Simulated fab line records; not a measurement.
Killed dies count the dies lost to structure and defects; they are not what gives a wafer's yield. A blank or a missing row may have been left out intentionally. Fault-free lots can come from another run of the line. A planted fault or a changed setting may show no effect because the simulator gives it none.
fab line records	flow nandHarc	part 1 of 2: steps 1 to 22 of 34
record lots=5	wafers=15	lastDay=25
route steps=1159 shown A_BONDPAD@1070 HYBRID_BOND@1094 THIN_TSV@1101
lots that met no fault: from a run of the same line without faults
startH: the number of hours between the record's first day and the start of the first shown wafer of the lot	waitH: hours since the lot's step before	" repeats the value in the row above	L1.1+2: a row that stands for several wafers	- either no value or no given start	* or withheld: withheld	< > ~ a bound
route shown NAME@n: NAME is a module with steps in the file, n the number in the route of the first one	usual: mean/standard deviation taken from wafers without a fault	same: alike in all rows	chamber/n: place in a boat	sites: per-site readings	_std_site: the standard deviation of these	_edge_site: outer sites' mean less inner sites'	radiusMm: how far each site lies from the wafer's centre	mask NAME#n: copy n	behind: the most recent tool/chamber to have shaped the wafer	hold: why the lot was held/for how many hours/how that ended	device: names the non-switching transistor (n, p or np)	end of line: tests run on the same wafers once the route is complete	a step with no rows: only its recipe	killed: dies lost to structure and defects at the first sort, not the wafer's yield	map: a wafer's dies, marking killed ones x, the rest . and places with no die _
set.NAME: the setting that was run; set.NAME@STEP: the one run at that earlier step	model.NAME: the simulator's own value behind a step, which no gauge read
lots at selected steps of the route; one table per step, one row per wafer
services: from which hour (startH, from the record's first day; less than 0 if before it) a tool's chamber was out of use, for how many hours, and why
## steps
# step NHARC_A_BONDPAD_PEB_07
# recipe pebTempC=128	pebTimeS=80
lot.wafer	tool	chamber	startH	waitH
L084.2+3+5	lithoTrack-05	0	460.30	0.1
L083.1+4+6	lithoTrack-07	0	463.57	0.1
L090.3+4+5	lithoTrack-02	0	513.36	0.1
L094.1+2+6	lithoTrack-05	0	540.48	0.1
L096.1+2+4	lithoTrack-07	0	551.03	0.1
# step NHARC_A_BONDPAD_DEVELOP_08
# recipe timeS=50	devTempC=22
lot.wafer	tool	chamber	startH	waitH
L084.2+3+5	lithoTrack-05	0	-	-
L083.1+4+6	lithoTrack-07	0	-	-
L090.3+4+5	lithoTrack-02	0	-	-
L094.1+2+6	lithoTrack-05	0	-	-
L096.1+2+4	lithoTrack-07	0	-	-
# step NHARC_A_BONDPAD_CD_MEAS_09
# recipe targetCdNm=500	landingEnergyEv=500
# usual cdNm=499.3/1.8
lot.wafer	tool	chamber	startH	waitH	cdNm
L084.2	cdSem-01	0	460.38	-	500.2
L084.3	"	0	"	"	499.0
L084.5	"	0	"	"	498.7
L083.1	cdSem-03	0	463.65	-	500.1
L083.4	"	0	"	"	499.0
L083.6	"	0	"	"	499.7
L090.3	cdSem-03	0	513.46	-	497.2
L090.4	"	0	"	"	499.3
L090.5	"	0	"	"	500.8
L094.1	cdSem-03	0	540.57	-	497.4
L094.2	"	0	"	"	499.4
L094.6	"	0	"	"	500.2
L096.1	cdSem-03	0	551.12	-	496.9
L096.2	"	0	"	"	498.6
L096.4	"	0	"	"	498.2
# step NHARC_A_BONDPAD_OVL_MEAS_35
# usual overlayXNm=0/6.5	overlayYNm=1/5.7
lot.wafer	tool	chamber	startH	waitH	overlayXNm	overlayYNm
L084.2	overlay-02	-	460.47	-	-1	-6
L084.3	"	-	"	"	-2	-7
L084.5	"	-	"	"	-2	-6
L083.1	overlay-01	-	463.75	-	0	-1
L083.4	"	-	"	"	1	-1
L083.6	"	-	"	"	1	-1
L090.3	overlay-01	-	513.54	-	3	-5
L090.4	"	-	"	"	3	-4
L090.5	"	-	"	"	2	-4
L094.1	overlay-01	-	540.65	-	-1	5
L094.2	"	-	"	"	1	5
L094.6	"	-	"	"	0	5
L096.1	overlay-02	-	551.20	-	6	8
L096.2	"	-	"	"	6	8
L096.4	"	-	"	"	5	8
# step NHARC_A_BONDPAD_HARDBAKE_10
# recipe tempC=118	timeS=65
lot.wafer	tool	chamber	startH	waitH
L084.2+3+5	lithoTrack-07	0	460.52	0.0
L083.1+4+6	lithoTrack-02	0	463.80	0.0
L090.3+4+5	lithoTrack-02	0	513.59	0.0
L094.1+2+6	lithoTrack-02	0	540.70	0.0
L096.1+2+4	lithoTrack-07	0	551.25	0.0
# step NHARC_A_BONDPAD_DESCUM_11
# recipe timeS=3	o2FlowSccm=200	arFlowSccm=0	biasPowerW=0	chemistry=O2
# usual chamberPressureMTorr=59.99/0.055	drypumpMotorCurrentA=5.7/0.53	oesProductAu=0.990/0.0085	rfVppV=57.8/0.93	showerheadPlenumPTorr=1.93/0.1	throttleValvePct=11.312/0.0094
# same biasPowerW=0
lot.wafer	tool	chamber	startH	waitH	chamberPressureMTorr	drypumpMotorCurrentA	oesProductAu	rfHoursCounterH	rfVppV	showerheadPlenumPTorr	throttleValvePct
L084.3	rieDiel-02	3	460.59	-	60.00	5.1	0.995	26	56.7	1.95	11.304
L084.2	"	0	"	"	60.04	5.5	1.006	22	58.0	1.91	11.311
L084.5	"	1	"	"	60.03	5.5	1.002	-	59.1	1.99	11.329
L083.4	rieDiel-03	3	463.88	-	59.97	5.8	0.973	3	58.2	1.81	11.314
L083.1	"	0	"	"	60.04	4.7	0.975	3	55.9	1.81	11.306
L083.6	"	3	"	"	60.01	5.8	0.988	-	57.8	1.81	11.311
L090.3	rieDiel-03	1	513.67	-	59.95	6.0	0.989	5	57.1	2.00	11.315
L090.4	"	2	"	"	59.91	6.2	0.994	5	58.5	2.07	11.329
L090.5	"	1	"	"	60.07	6.0	1.001	-	58.0	2.00	11.318
L094.2	rieDiel-03	3	540.79	-	59.92	5.8	0.994	6	57.2	1.81	11.311
L094.1	"	0	"	"	59.92	4.7	0.997	6	57.0	1.81	11.309
L094.6	"	2	"	"	60.00	6.2	0.991	-	57.6	2.07	11.320
L096.4	rieDiel-03	2	551.33	-	59.97	6.2	0.986	6	59.3	2.07	11.320
L096.1	"	3	"	"	60.02	5.8	0.977	6	56.4	1.81	11.301
L096.2	"	1	"	"	60.05	6.0	0.985	6	58.1	2.00	11.310
# step NHARC_A_BONDPAD_ETCH_34
# recipe targetDepthA=600	overetchA=180	timeS=65.91	ionEnergyEv=200	n2FlowSccm=150	h2FlowSccm=150	arFlowSccm=0	rfW=400	biasW=150	chemistry=N2/H2
# usual biasW=150.0/0.42	chamberPressureMTorr=30.01/0.037	drypumpMotorCurrentA=5.7/0.54	h2FlowSccm=150.0/0.51	oesProductAu=0.992/0.0086	rfVppV=431/3.2	showerheadPlenumPTorr=2.05/0.11	throttleValvePct=14.172/0.0081
lot.wafer	tool	chamber	startH	waitH	biasW	chamberPressureMTorr	drypumpMotorCurrentA	h2FlowSccm	oesProductAu	rfHoursCounterH	rfVppV	showerheadPlenumPTorr	throttleValvePct
L084.3	rieDiel-02	1	460.70	0.1	149.7	30.04	5.5	149.2	1.001	25	433	2.12	14.162
L084.2	"	3	"	"	149.9	30.04	5.1	150.0	0.991	26	431	2.08	14.181
L084.5	"	0	"	"	149.6	29.97	5.5	149.9	0.999	-	430	2.03	14.170
L083.4	rieDiel-03	2	463.96	0.1	150.4	30.04	6.2	150.3	0.981	3	436	2.21	14.176
L083.1	"	1	"	"	150.4	30.01	6.0	150.4	0.989	3	432	2.14	14.168
L083.6	"	3	"	"	149.7	30.00	5.8	149.7	0.985	-	427	1.93	14.167
L090.4	rieDiel-03	0	513.76	0.1	150.0	29.97	4.7	149.5	0.992	5	428	1.93	14.167
L090.3	"	1	"	"	150.6	30.00	6.0	150.0	0.992	5	435	2.14	14.181
L090.5	"	3	"	"	150.3	30.02	5.7	149.8	0.994	-	426	1.93	14.159
L094.1	rieDiel-03	0	540.86	0.1	149.7	30.04	4.7	150.5	0.998	6	427	1.92	14.148
L094.2	"	1	"	"	150.0	29.95	6.0	149.8	1.000	5	433	2.14	14.173
L094.6	"	1	"	"	149.8	29.95	6.0	150.4	0.988	-	432	2.14	14.173
L096.4	rieDiel-03	3	551.42	0.1	150.2	30.04	5.8	149.2	0.983	6	429	1.93	14.190
L096.2	"	0	"	"	150.4	29.98	4.7	149.7	0.997	6	428	1.92	14.189
L096.1	"	1	"	"	150.1	29.99	6.0	149.4	1.004	6	434	2.14	14.175
# step NHARC_A_BONDPAD_ETCH_12
# recipe targetDepthA=2200	timeS=110	chf3FlowSccm=50	o2FlowSccm=10	arFlowSccm=200	rfW=500	biasW=200	chemistry=CHF3/O2
# usual biasW=200.0/0.59	chamberPressureMTorr=25.001/0.022	drypumpMotorCurrentA=5.7/0.53	oesProductAu=0.939/0.023	rfVppV=370.9/2.8	showerheadPlenumPTorr=2.42/0.12	throttleValvePct=20.571/0.0087
lot.wafer	tool	chamber	startH	waitH	biasW	chamberPressureMTorr	drypumpMotorCurrentA	oesProductAu	rfHoursCounterH	rfVppV	showerheadPlenumPTorr	throttleValvePct
L084.3	rieDiel-02	0	-	-	199.7	25.015	5.5	0.922	22	370.6	2.39	20.581
L084.2	"	1	"	"	200.6	24.984	5.5	0.937	25	373.0	2.49	20.587
L084.5	"	1	"	"	199.4	25.018	5.5	0.923	-	373.0	2.49	20.587
L083.1	rieDiel-03	1	-	-	199.7	25.020	6.0	0.964	3	372.3	2.51	20.577
L083.4	"	3	"	"	200.1	25.052	5.8	0.954	3	367.9	2.28	20.571
L083.6	"	0	"	"	199.0	25.000	4.7	0.975	-	366.3	2.28	20.548
L090.4	rieDiel-03	3	-	-	199.8	24.992	5.8	0.982	5	366.9	2.28	20.570
L090.3	"	0	"	"	199.6	24.991	4.7	0.993	5	369.2	2.28	20.579
L090.5	"	0	"	"	200.3	24.994	4.7	0.978	-	369.0	2.28	20.571
L094.1	rieDiel-03	1	-	-	199.5	25.020	6.0	0.960	5	373.2	2.51	20.581
L094.2	"	2	"	"	199.4	24.950	6.3	0.953	5	375.3	2.59	20.575
L094.6	"	0	"	"	199.2	25.009	4.7	0.974	-	367.6	2.28	20.584
L096.4	rieDiel-03	1	-	-	199.8	24.987	6.0	0.904	6	373.7	2.51	20.575
L096.1	"	2	"	"	200.5	24.962	6.2	0.927	6	374.1	2.59	20.568
L096.2	"	0	"	"	200.1	24.966	4.7	0.919	6	367.8	2.28	20.569
# step NHARC_A_BONDPAD_CD_MEAS_13
# usual cdNm=498.8/2
lot.wafer	tool	chamber	startH	waitH	cdNm
L084.2	cdSem-01	-	460.96	-	500.8
L084.3	"	-	"	"	498.7
L084.5	"	-	"	"	498.1
L083.1	cdSem-02	-	464.19	-	501.1
L083.4	"	-	"	"	499.0
L083.6	"	-	"	"	499.1
L090.3	cdSem-02	-	513.99	-	496.0
L090.4	"	-	"	"	498.5
L090.5	"	-	"	"	500.7
L094.1	cdSem-03	-	541.11	-	496.8
L094.2	"	-	"	"	498.3
L094.6	"	-	"	"	497.8
L096.1	cdSem-02	-	551.64	-	494.8
L096.2	"	-	"	"	497.5
L096.4	"	-	"	"	496.9
# step NHARC_A_BONDPAD_STRIP_15
# recipe o2FlowSccm=500	arFlowSccm=0	biasW=0	chemistry=O2
# usual chamberPressureMTorr=59.99/0.055	drypumpMotorCurrentA=5.7/0.54	oesProductAu=0.992/0.0083	rfVppV=57.8/1	showerheadPlenumPTorr=3.55/0.18	throttleValvePct=17.036/0.0098
# same biasW=0
lot.wafer	tool	chamber	startH	waitH	chamberPressureMTorr	drypumpMotorCurrentA	oesProductAu	rfHoursCounterH	rfVppV	showerheadPlenumPTorr	throttleValvePct
L084.2	rieDiel-02	0	461.05	0.1	60.01	5.5	0.999	22	58.4	3.52	17.039
L084.3	"	1	"	"	60.01	5.5	1.016	25	58.8	3.66	17.022
L084.5	"	1	"	"	59.99	5.5	1.000	-	58.5	3.66	17.034
L083.1	rieDiel-02	3	464.27	0.1	60.05	5.1	1.000	26	57.9	3.60	17.014
L083.6	"	3	"	"	60.16	5.1	1.007	-	57.6	3.60	17.041
L083.4	"	2	"	"	60.02	6.2	0.997	-	58.2	3.44	17.035
L090.4	rieDiel-02	2	514.06	0.1	60.00	6.1	0.998	0	56.8	3.44	17.032
L090.3	"	0	"	"	60.01	5.5	0.999	0	57.5	3.51	17.023
L090.5	"	3	"	"	60.00	5.1	1.002	-	57.9	3.59	17.037
L094.2	rieDiel-03	2	541.18	0.1	59.98	6.3	0.994	5	57.5	3.79	17.024
L094.1	"	0	"	"	59.89	4.7	0.986	6	58.2	3.35	17.029
L094.6	"	2	"	"	59.96	6.3	0.993	-	58.9	3.79	17.054
L096.2	rieDiel-04	1	551.72	0.1	59.92	5.7	0.989	29	58.9	3.58	17.050
L096.1	"	2	"	"	60.00	6.2	0.998	20	55.7	3.50	17.039
L096.4	"	0	"	"	60.07	5.6	0.978	30	56.6	3.52	17.040
# step NHARC_A_BONDPAD_ETCH_24
# recipe targetDepthA=300	overEtchFrac=0.3	timeS=72.99	ionEnergyEv=150	cf4FlowSccm=50	n2FlowSccm=100	arFlowSccm=150	rfW=300	biasW=100	chemistry=CF4/N2
# usual biasW=100.0/0.31	chamberPressureMTorr=30.00/0.03	drypumpMotorCurrentA=5.6/0.53	oesProductAu=0.992/0.0073	rfVppV=314.4/2.5	showerheadPlenumPTorr=2.63/0.14	throttleValvePct=19.794/0.0087
lot.wafer	tool	chamber	startH	waitH	biasW	chamberPressureMTorr	drypumpMotorCurrentA	oesProductAu	rfHoursCounterH	rfVppV	showerheadPlenumPTorr	throttleValvePct
L084.2	rieDiel-02	3	461.21	0.1	100.1	29.99	5.1	0.995	26	314.9	2.68	19.808
L084.3	"	0	"	"	100.0	30.05	5.5	0.993	22	312.1	2.62	19.795
L084.5	"	0	"	"	100.4	29.98	5.5	0.987	-	313.1	2.62	19.786
L083.1	rieDiel-02	0	464.46	0.2	100.1	30.01	5.5	1.007	22	313.4	2.62	19.798
L083.4	"	1	"	"	100.0	29.97	5.5	1.009	25	315.0	2.73	19.802
L083.6	"	3	"	"	100.4	30.03	5.1	0.994	-	314.4	2.68	19.793
L090.3	rieDiel-02	2	-	-	99.8	29.96	6.1	0.993	0	313.2	2.56	19.800
L090.4	"	3	"	"	100.4	29.98	5.1	0.993	0	315.6	2.67	19.801
L090.5	"	0	"	"	99.6	30.02	5.5	0.993	-	315.2	2.61	19.792
L094.1	rieDiel-03	0	-	-	100.0	29.97	4.7	0.996	6	312.8	2.49	19.794
L094.2	"	1	"	"	99.7	30.04	6.0	0.991	6	318.2	2.74	19.777
L094.6	"	2	"	"	100.2	29.99	6.2	0.998	-	318.1	2.83	19.795
L096.1	rieDiel-04	3	-	-	100.4	30.03	5.8	1.007	28	313.6	2.57	19.799
L096.4	"	1	"	"	99.4	29.98	5.6	0.991	29	314.0	2.66	19.798
L096.2	"	2	"	"	100.0	30.05	6.2	0.994	20	313.9	2.61	19.793
# step NHARC_A_BONDPAD_STRIP_16
# recipe timeS=600	tempC=30	chemistry=postEtchResidueRemover
lot.wafer	tool	chamber	startH	waitH
L084.5+2+3	wetBench-08	2,3,5	461.36	-
L083.4+6+1	wetBench-10	6,0,1	464.58	-
L090.3+5+4	wetBench-10	1,2,5	514.35	-
L094.2+1+6	wetBench-10	0,1,4	541.47	-
L096.2+1+4	wetBench-08	0,3,4	552.00	-
# step NHARC_A_BONDPAD_DEGAS_25
# recipe tempC=300	timeS=60
# usual heaterPowerW=480/39
lot.wafer	tool	chamber	startH	waitH	heaterPowerW
L084.2	pvdSputter-01	-	461.64	-	415
L084.3	"	-	"	"	566
L084.5	"	-	"	"	415
L083.1	pvdSputter-01	-	464.85	-	416
L083.4	"	-	"	"	430
L083.6	"	-	"	"	561
L090.3	pvdSputter-02	-	514.62	-	473
L090.4	"	-	"	"	519
L090.5	"	-	"	"	486
L094.2	pvdSputter-02	-	541.73	-	466
L094.1	"	-	"	"	503
L094.6	"	-	"	"	474
L096.2	pvdSputter-02	-	552.29	-	501
L096.1	"	-	"	"	454
L096.4	"	-	"	"	469
# step NHARC_A_BONDPAD_PRE_CLEAN_26
# recipe timeS=30	tempC=280	gas=H2/He
# usual heaterPowerW=421/35
lot.wafer	tool	chamber	startH	waitH	heaterPowerW
L084.2	pvdSputter-01	-	-	-	361
L084.3	"	-	"	"	378
L084.5	"	-	"	"	368
L083.1	pvdSputter-01	-	-	-	355
L083.4	"	-	"	"	351
L083.6	"	-	"	"	381
L090.4	pvdSputter-02	-	-	-	433
L090.3	"	-	"	"	409
L090.5	"	-	"	"	452
L094.2	pvdSputter-02	-	-	-	452
L094.1	"	-	"	"	406
L094.6	"	-	"	"	442
L096.1	pvdSputter-02	-	-	-	417
L096.4	"	-	"	"	456
L096.2	"	-	"	"	443
# step NHARC_A_BONDPAD_PVD_17
# recipe targetThkA=50	biasV=168.6	powerW=15000	chamberPressurePa=0.12	timeS=8.06	substrateTempC=50	material=TaN
# usual throttleValvePct=30.8/1.1
lot.wafer	tool	chamber	startH	waitH	throttleValvePct
L084.3	pvdSputter-01	-	-	-	29.6
L084.2	"	-	"	"	32.3
L084.5	"	-	"	"	32.4
L083.1	pvdSputter-01	-	-	-	27.8
L083.4	"	-	"	"	32.2
L083.6	"	-	"	"	30.3
L090.4	pvdSputter-02	-	-	-	32.5
L090.3	"	-	"	"	30.8
L090.5	"	-	"	"	30.9
L094.2	pvdSputter-02	-	-	-	31.7
L094.1	"	-	"	"	31.2
L094.6	"	-	"	"	31.7
L096.1	pvdSputter-02	-	-	-	31.7
L096.4	"	-	"	"	32.4
L096.2	"	-	"	"	30.8
# step NHARC_A_BONDPAD_PVD_27
# recipe targetThkA=300	chamberPressurePa=5	powerW=5000	substrateTempC=30	timeS=20.49	material=Cu
# usual throttleValvePct=30.8/1.1
lot.wafer	tool	chamber	startH	waitH	throttleValvePct
L084.2	pvdSputter-01	-	-	-	30.0
L084.3	"	-	"	"	30.3
L084.5	"	-	"	"	29.6
L083.4	pvdSputter-01	-	-	-	32.2
L083.1	"	-	"	"	29.9
L083.6	"	-	"	"	30.4
L090.4	pvdSputter-02	-	-	-	31.7
L090.3	"	-	"	"	31.1
L090.5	"	-	"	"	30.8
L094.2	pvdSputter-02	-	-	-	30.8
L094.1	"	-	"	"	31.9
L094.6	"	-	"	"	31.7
L096.2	pvdSputter-02	-	-	-	30.7
L096.4	"	-	"	"	30.9
L096.1	"	-	"	"	32.5
# step NHARC_A_BONDPAD_ECD_18
# recipe targetThkA=4000	bathTempC=25	material=Cu
lot.wafer	tool	chamber	startH	waitH
L084.2+3+5	ecdCu-02	1,0,0	462.04	-
L083.1+4+6	ecdCu-01	1,0,1	465.21	-
L090.3+4+5	ecdCu-01	1,0,0	515.08	-
L094.1+2+6	ecdCu-01	1,0,0	542.09	-
L096.1+2+4	ecdCu-02	0,1,0	552.65	-
# step NHARC_A_BONDPAD_ANNEAL_28
# recipe tempC=225	timeS=90
# usual wafer_temp_C_max=226.4/0.49
lot.wafer	tool	chamber	startH	waitH	wafer_temp_C_max
L084.2	rtpAnneal-01	0	462.41	-	226.5
L084.3	"	0	"	"	226.6
L084.5	"	0	"	"	227.2
L083.1	rtpAnneal-02	0	465.59	-	226.1
L083.4	"	0	"	"	226.0
L083.6	"	0	"	"	226.2
L090.3	rtpAnneal-01	0	515.46	-	226.7
L090.4	"	0	"	"	226.4
L090.5	"	0	"	"	227.4
L094.1	rtpAnneal-01	0	542.46	-	226.6
L094.2	"	0	"	"	227.0
L094.6	"	0	"	"	226.7
L096.1	rtpAnneal-02	0	553.03	-	226.2
L096.2	"	0	"	"	225.9
L096.4	"	0	"	"	225.8
# step NHARC_A_BONDPAD_CMP_19
# recipe tOverpolishS=30	cuRecessTouchS=16	targetThkNm=169.8
# usual motorCurrentA=12.6/1.1	overpolishRunS=30.001/0.0086
lot.wafer	tool	chamber	startH	waitH	motorCurrentA	overpolishRunS
L084.2	cmp-03	1	462.74	-	11.6	29.993
L084.3	"	2	"	"	12.8	30.002
L084.5	"	1	"	"	11.7	29.986
L083.1	cmp-03	1	465.96	-	12.1	30.005
L083.4	"	3	"	"	13.4	30.001
L083.6	"	0	"	"	12.3	29.988
L090.3	cmp-01	3	515.70	-	11.5	30.004
L090.4	"	1	"	"	12.5	30.015
L090.5	"	0	"	"	14.9	29.996
L094.1	cmp-03	2	542.81	-	13.0	30.005
L094.2	"	3	"	"	14.1	30.014
L094.6	"	3	"	"	13.3	30.009
L096.4	cmp-01	0	553.37	-	15.2	29.990
L096.1	"	1	"	"	12.1	30.012
L096.2	"	2	"	"	11.4	29.993
# step NHARC_A_BONDPAD_THK_MEAS_20
# recipe thkMeasGauge=xrf
# usual thkNm=170.2/1.5
lot.wafer	tool	chamber	startH	waitH	thkNm
L084.2	filmMetro-02	-	463.03	-	169.6
L084.3	"	-	"	"	171.5
L084.5	"	-	"	"	170.8
L083.1	filmMetro-01	-	466.25	-	169.8
L083.4	"	-	"	"	170.3
L083.6	"	-	"	"	169.4
L090.3	filmMetro-02	-	516.02	-	169.8
L090.4	"	-	"	"	170.8
L090.5	"	-	"	"	170.2
L094.1	filmMetro-02	-	543.14	-	172.5
L094.2	"	-	"	"	172.4
L094.6	"	-	"	"	173.2
L096.1	filmMetro-01	-	553.69	-	168.3
L096.2	"	-	"	"	168.0
L096.4	"	-	"	"	169.7
# step NHARC_A_BONDPAD_SRD_21
# recipe timeS=30	tempC=23	dryTimeS=20	spinRpm=1500
# usual spinRpm=1499.9/0.79
# same dryTimeS=20
lot.wafer	tool	chamber	startH	waitH	spinRpm
L084.3	wetBench-10	0	463.08	0.0	1500.7
L084.5	"	1	"	"	1499.3
L084.2	"	2	"	"	1500.1
L083.4	wetBench-08	2	466.30	0.0	1499.6
L083.6	"	3	"	"	1498.6
L083.1	"	6	"	"	1500.1
L090.3	wetBench-10	3	516.07	0.0	1500.0
L090.5	"	5	"	"	1500.4
L090.4	"	6	"	"	1500.5
L094.2	wetBench-08	0	543.18	0.0	1500.9
L094.1	"	1	"	"	1501.0
L094.6	"	4	"	"	1501.7
L096.2	wetBench-08	3	553.73	0.0	1500.7
L096.4	"	4	"	"	1500.7
L096.1	"	0	"	"	1499.1
# step NHARC_A_BONDPAD_INSPECT_23
# usual rawDefectCount=429/95
lot.wafer	tool	chamber	startH	waitH	rawDefectCount
L084.2	defectInspect-01	-	463.24	0.0	414
L084.3	"	-	"	"	455
L084.5	"	-	"	"	392
L083.1	defectInspect-01	-	466.46	0.0	330
L083.4	"	-	"	"	384
L083.6	"	-	"	"	383
L090.3	defectInspect-02	-	516.25	0.0	376
L090.4	"	-	"	"	352
L090.5	"	-	"	"	357
L094.1	defectInspect-01	-	543.36	0.0	402
L094.2	"	-	"	"	284
L094.6	"	-	"	"	463
L096.1	defectInspect-02	-	553.91	0.0	364
L096.2	"	-	"	"	363
L096.4	"	-	"	"	538
